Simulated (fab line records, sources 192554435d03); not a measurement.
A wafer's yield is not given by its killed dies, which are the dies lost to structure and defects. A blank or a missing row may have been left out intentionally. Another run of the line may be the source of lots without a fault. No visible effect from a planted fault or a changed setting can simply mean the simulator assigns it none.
Chamber matching :: flow n5-finfet :: 4 sister chambers for N5_BEOL_M0_SAQP_MANDREL1_REMOVE_100 on rie-si-04
The step chemistry HBr/Cl2/O2, target a-Si, stops on SiNx, bt time 10 s. 8 wafers are shown with their chamber, then 9 later ones without.

== EACH WAFER AND ITS CHAMBER ==
wafer: L077.5
chamber: 0
drypump-motor-current-A (A): 5.8
throttle-valve-pct (%): 37.3

wafer: L082.5
chamber: 1
drypump-motor-current-A (A): 6.5
throttle-valve-pct (%): 36.7

wafer: L083.2
chamber: 2
drypump-motor-current-A (A): 5.2
throttle-valve-pct (%): 36.7

wafer: L083.3
chamber: 0
drypump-motor-current-A (A): 5.8
throttle-valve-pct (%): 37.3

wafer: L083.6
chamber: 3
drypump-motor-current-A (A): 6.0
throttle-valve-pct (%): 37.2

wafer: L084.2
chamber: 3
drypump-motor-current-A (A): 5.9
throttle-valve-pct (%): 37.3

wafer: L084.3
chamber: 1
drypump-motor-current-A (A): 6.5
throttle-valve-pct (%): 36.7

wafer: L084.4
chamber: 2
drypump-motor-current-A (A): 5.2
throttle-valve-pct (%): 36.7

== WAFERS WITH NO CHAMBER GIVEN ==
wafer: L088.2
drypump-motor-current-A (A): 6.5
throttle-valve-pct (%): 36.7

wafer: L088.3
drypump-motor-current-A (A): 5.2
throttle-valve-pct (%): 36.4

wafer: L088.5
drypump-motor-current-A (A): 5.8
throttle-valve-pct (%): 37.3

wafer: L091.1
drypump-motor-current-A (A): 5.9
throttle-valve-pct (%): 37.3

wafer: L091.3
drypump-motor-current-A (A): 5.2
throttle-valve-pct (%): 36.5

wafer: L091.6
drypump-motor-current-A (A): 5.8
throttle-valve-pct (%): 37.3

wafer: L096.4
drypump-motor-current-A (A): 5.8
throttle-valve-pct (%): 37.3

wafer: L096.5
drypump-motor-current-A (A): 5.9
throttle-valve-pct (%): 37.3

wafer: L096.6
drypump-motor-current-A (A): 5.8
throttle-valve-pct (%): 37.3

== WHICH CHAMBER EACH WENT THROUGH ==
wafer: L088.2
from the rows above: 1
in truth: 1

wafer: L088.3
from the rows above: 2
in truth: 2

wafer: L088.5
from the rows above: 0
in truth: 0

wafer: L091.1
from the rows above: can't be placed: 3 or 0
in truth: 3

wafer: L091.3
from the rows above: 2
in truth: 2

wafer: L091.6
from the rows above: 0
in truth: 0

wafer: L096.4
from the rows above: 0
in truth: 0

wafer: L096.5
from the rows above: can't be placed: 3 or 0
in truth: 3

wafer: L096.6
from the rows above: 0
in truth: 0
7 of 9 placed correctly. Can't be placed from these rows: 2 (the true chamber is among the candidates in 2). Wrongly placed: 0.
How it was worked out, from the rows above alone: a wafer's distance from a chamber is the root of the sum, over the readings, of the square of ((its reading less the chamber's mean) divided by the reading's scatter). If the next closest chamber is less than 2 further off than the closest, the wafer can't be placed; otherwise it belongs to the closest. For every chamber, the mean is computed from those of its wafers that are shown. The scatter is the square root of a quotient: the sum, over the shown wafers, of each reading's squared deviation from its chamber's mean, divided by wafers minus chambers.
